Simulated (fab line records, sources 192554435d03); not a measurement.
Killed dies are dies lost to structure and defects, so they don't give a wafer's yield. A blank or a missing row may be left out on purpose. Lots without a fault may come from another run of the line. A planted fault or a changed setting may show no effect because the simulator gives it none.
A struck lot beside a sound one | flow n5_finfet | 16 steps out of a route of 1938
Sound: wafers L887.1, L887.3, L887.5. Struck: wafers L890.2, L890.3, L890.4. The cause comes at the end.
At each step with rows: each side's tool, then ch and its chambers, then its first start. Under that, the readings that differ: sound wafers | struck wafers | difference of the means | sigmas: that difference in standard deviations of wafers without a fault.
alike: readings whose means differ by less than 2 such deviations, and words and numbers that are the same on both sides. not compared: withheld readings, readings that some wafer has no value for, bounds like >300 that may hide the same value, and numbers for which the record gives no deviation and whose values overlap.
The two part at a step that has a row with sigmas, a row that says differs or no value, or rows on one side only. Numbers that don't overlap but have no deviation are shown without sigmas and don't part them. A reading that every wafer of one side lacks parts them only if that side has two wafers or more.

first, 7 steps without rows for these wafers: N5_MIM_BOT_LITHO_COAT_02; N5_MIM_BOT_LITHO_EBR_04; N5_MIM_BOT_LITHO_SOFTBAKE_03 (time 90 s); N5_MIM_BOT_LITHO_EXPOSE_05 (exposes mask MIM BOT); N5_MIM_BOT_LITHO_PEB_06; N5_MIM_BOT_LITHO_DEVELOP_07 (develop time 60 s); N5_MIM_BOT_LITHO_HARDBAKE_09 (time 120 s).
N5_MIM_BOT_LITHO_CD_MEAS_08: target cd 3000 nm.
  sound on cd_sem-01 ch 0, day 11 18:35; struck on cd_sem-02 ch 0, day 12 18:23
  alike: cd_nm
N5_MIM_BOT_LITHO_OVL_MEAS_11:
  sound on overlay-01 ch 0, day 11 18:37; struck on overlay-01 ch 0, day 12 18:25
  alike: MIM_BOT_OVL
N5_MIM_BOT_LITHO_INSPECT_12: inspects for defects (macro).
  sound on defect_inspect-01, day 11 18:39; struck on defect_inspect-02, day 12 18:26
  alike: raw_defect_count
N5_MIM_BOT_LITHO_DESCUM_10: chemistry O2, time 7.9 s.
  sound on rie_diel-06 ch 0,2,3, day 11 18:47; struck on rie_diel-06 ch 0,1,2, day 12 18:28
  alike: drypump_motor_current_A, oes_product_au, rf_fwd_power_W, rf_vpp_V, showerhead_plenum_p_Torr, throttle_valve_pct
  not compared: rf_hours_counter_h
N5_MIM_BOT_ETCH_ETCH_04: etches SiNx in CF4/O2, target depth 26 nm, time 13 s.
  sound on rie_diel-06 ch 0,2,3, day 11 18:52; struck on rie_diel-06 ch 0,1,2, day 12 18:32
  alike: drypump_motor_current_A, oes_product_au, rf_fwd_power_W, rf_vpp_V, showerhead_plenum_p_Torr, throttle_valve_pct
  not compared: rf_hours_counter_h
N5_MIM_BOT_ETCH_ETCH_03: etches the open film in Cl2/BCl3, target depth 12 nm.
  sound on rie_metal-02 ch 0,1, day 11 18:57; struck on rie_metal-01 ch 0,1, day 12 18:38
  reading                              | sound             | struck               | difference | sigmas
  oes_product_au (a.u.)                | 0.85 0.86 0.91    | 1.13 1.11 0.99       | +0.20      | +3
  rf_fwd_power_W (W)                   | 789.7 792.8 794.8 | 1277.0 1276.5 1275.3 | +483.8     | +99 or more
  model.etch.depth_nm (nm)             | 12.53 12.56 11.71 | 17.9 17.76 18.42     | +5.8       |
  model.MIM_BOT_ETCH.cd_offset_nm (nm) | 0.6 0.4 -0.2      | -3 -3.2 -3.4         | -3         |
  alike: drypump_motor_current_A, throttle_valve_pct
  not compared: rf_hours_counter_h, model.coat_of_MIM_BOT_LITHO_COAT_02.thk_nm
N5_MIM_BOT_ETCH_ETCH_00: etches TiN in Cl2/BCl3, target depth 45.5 nm.
  sound on rie_metal-02 ch 0,1, day 11 19:02; struck on rie_metal-01 ch 0,1, day 12 18:43
  reading                              | sound        | struck         | difference | sigmas
  model.MIM_BOT_ETCH.cd_offset_nm (nm) | 0.4 0.2 -0.2 | -3.2 -3.4 -3.8 | -3.6       |
  alike: drypump_motor_current_A, oes_product_au, rf_fwd_power_W, throttle_valve_pct
  not compared: rf_hours_counter_h, model.coat_of_MIM_BOT_LITHO_COAT_02.thk_nm
N5_MIM_BOT_ETCH_STRIP_01: strips in O2.
  sound on rie_diel-06 ch 2,3, day 11 19:11; struck on rie_diel-06 ch 0,1,2, day 12 18:52
  alike: drypump_motor_current_A, oes_product_au, rf_vpp_V, showerhead_plenum_p_Torr, throttle_valve_pct
  not compared: rf_hours_counter_h
then, 1 step without rows for these wafers: N5_PASSIVATION_PROBE_49.

WHERE THEY PART
Only at N5_MIM_BOT_ETCH_ETCH_03, within this record. Later steps at which nothing parts them and some readings are alike: N5_MIM_BOT_ETCH_ETCH_00, N5_MIM_BOT_ETCH_STRIP_01.

WHY: what the simulator had put in
Process parameter drift: rie_metal-01, from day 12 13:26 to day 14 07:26, at N5_MIM_BOT_ETCH_ETCH_03. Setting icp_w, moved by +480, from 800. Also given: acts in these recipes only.
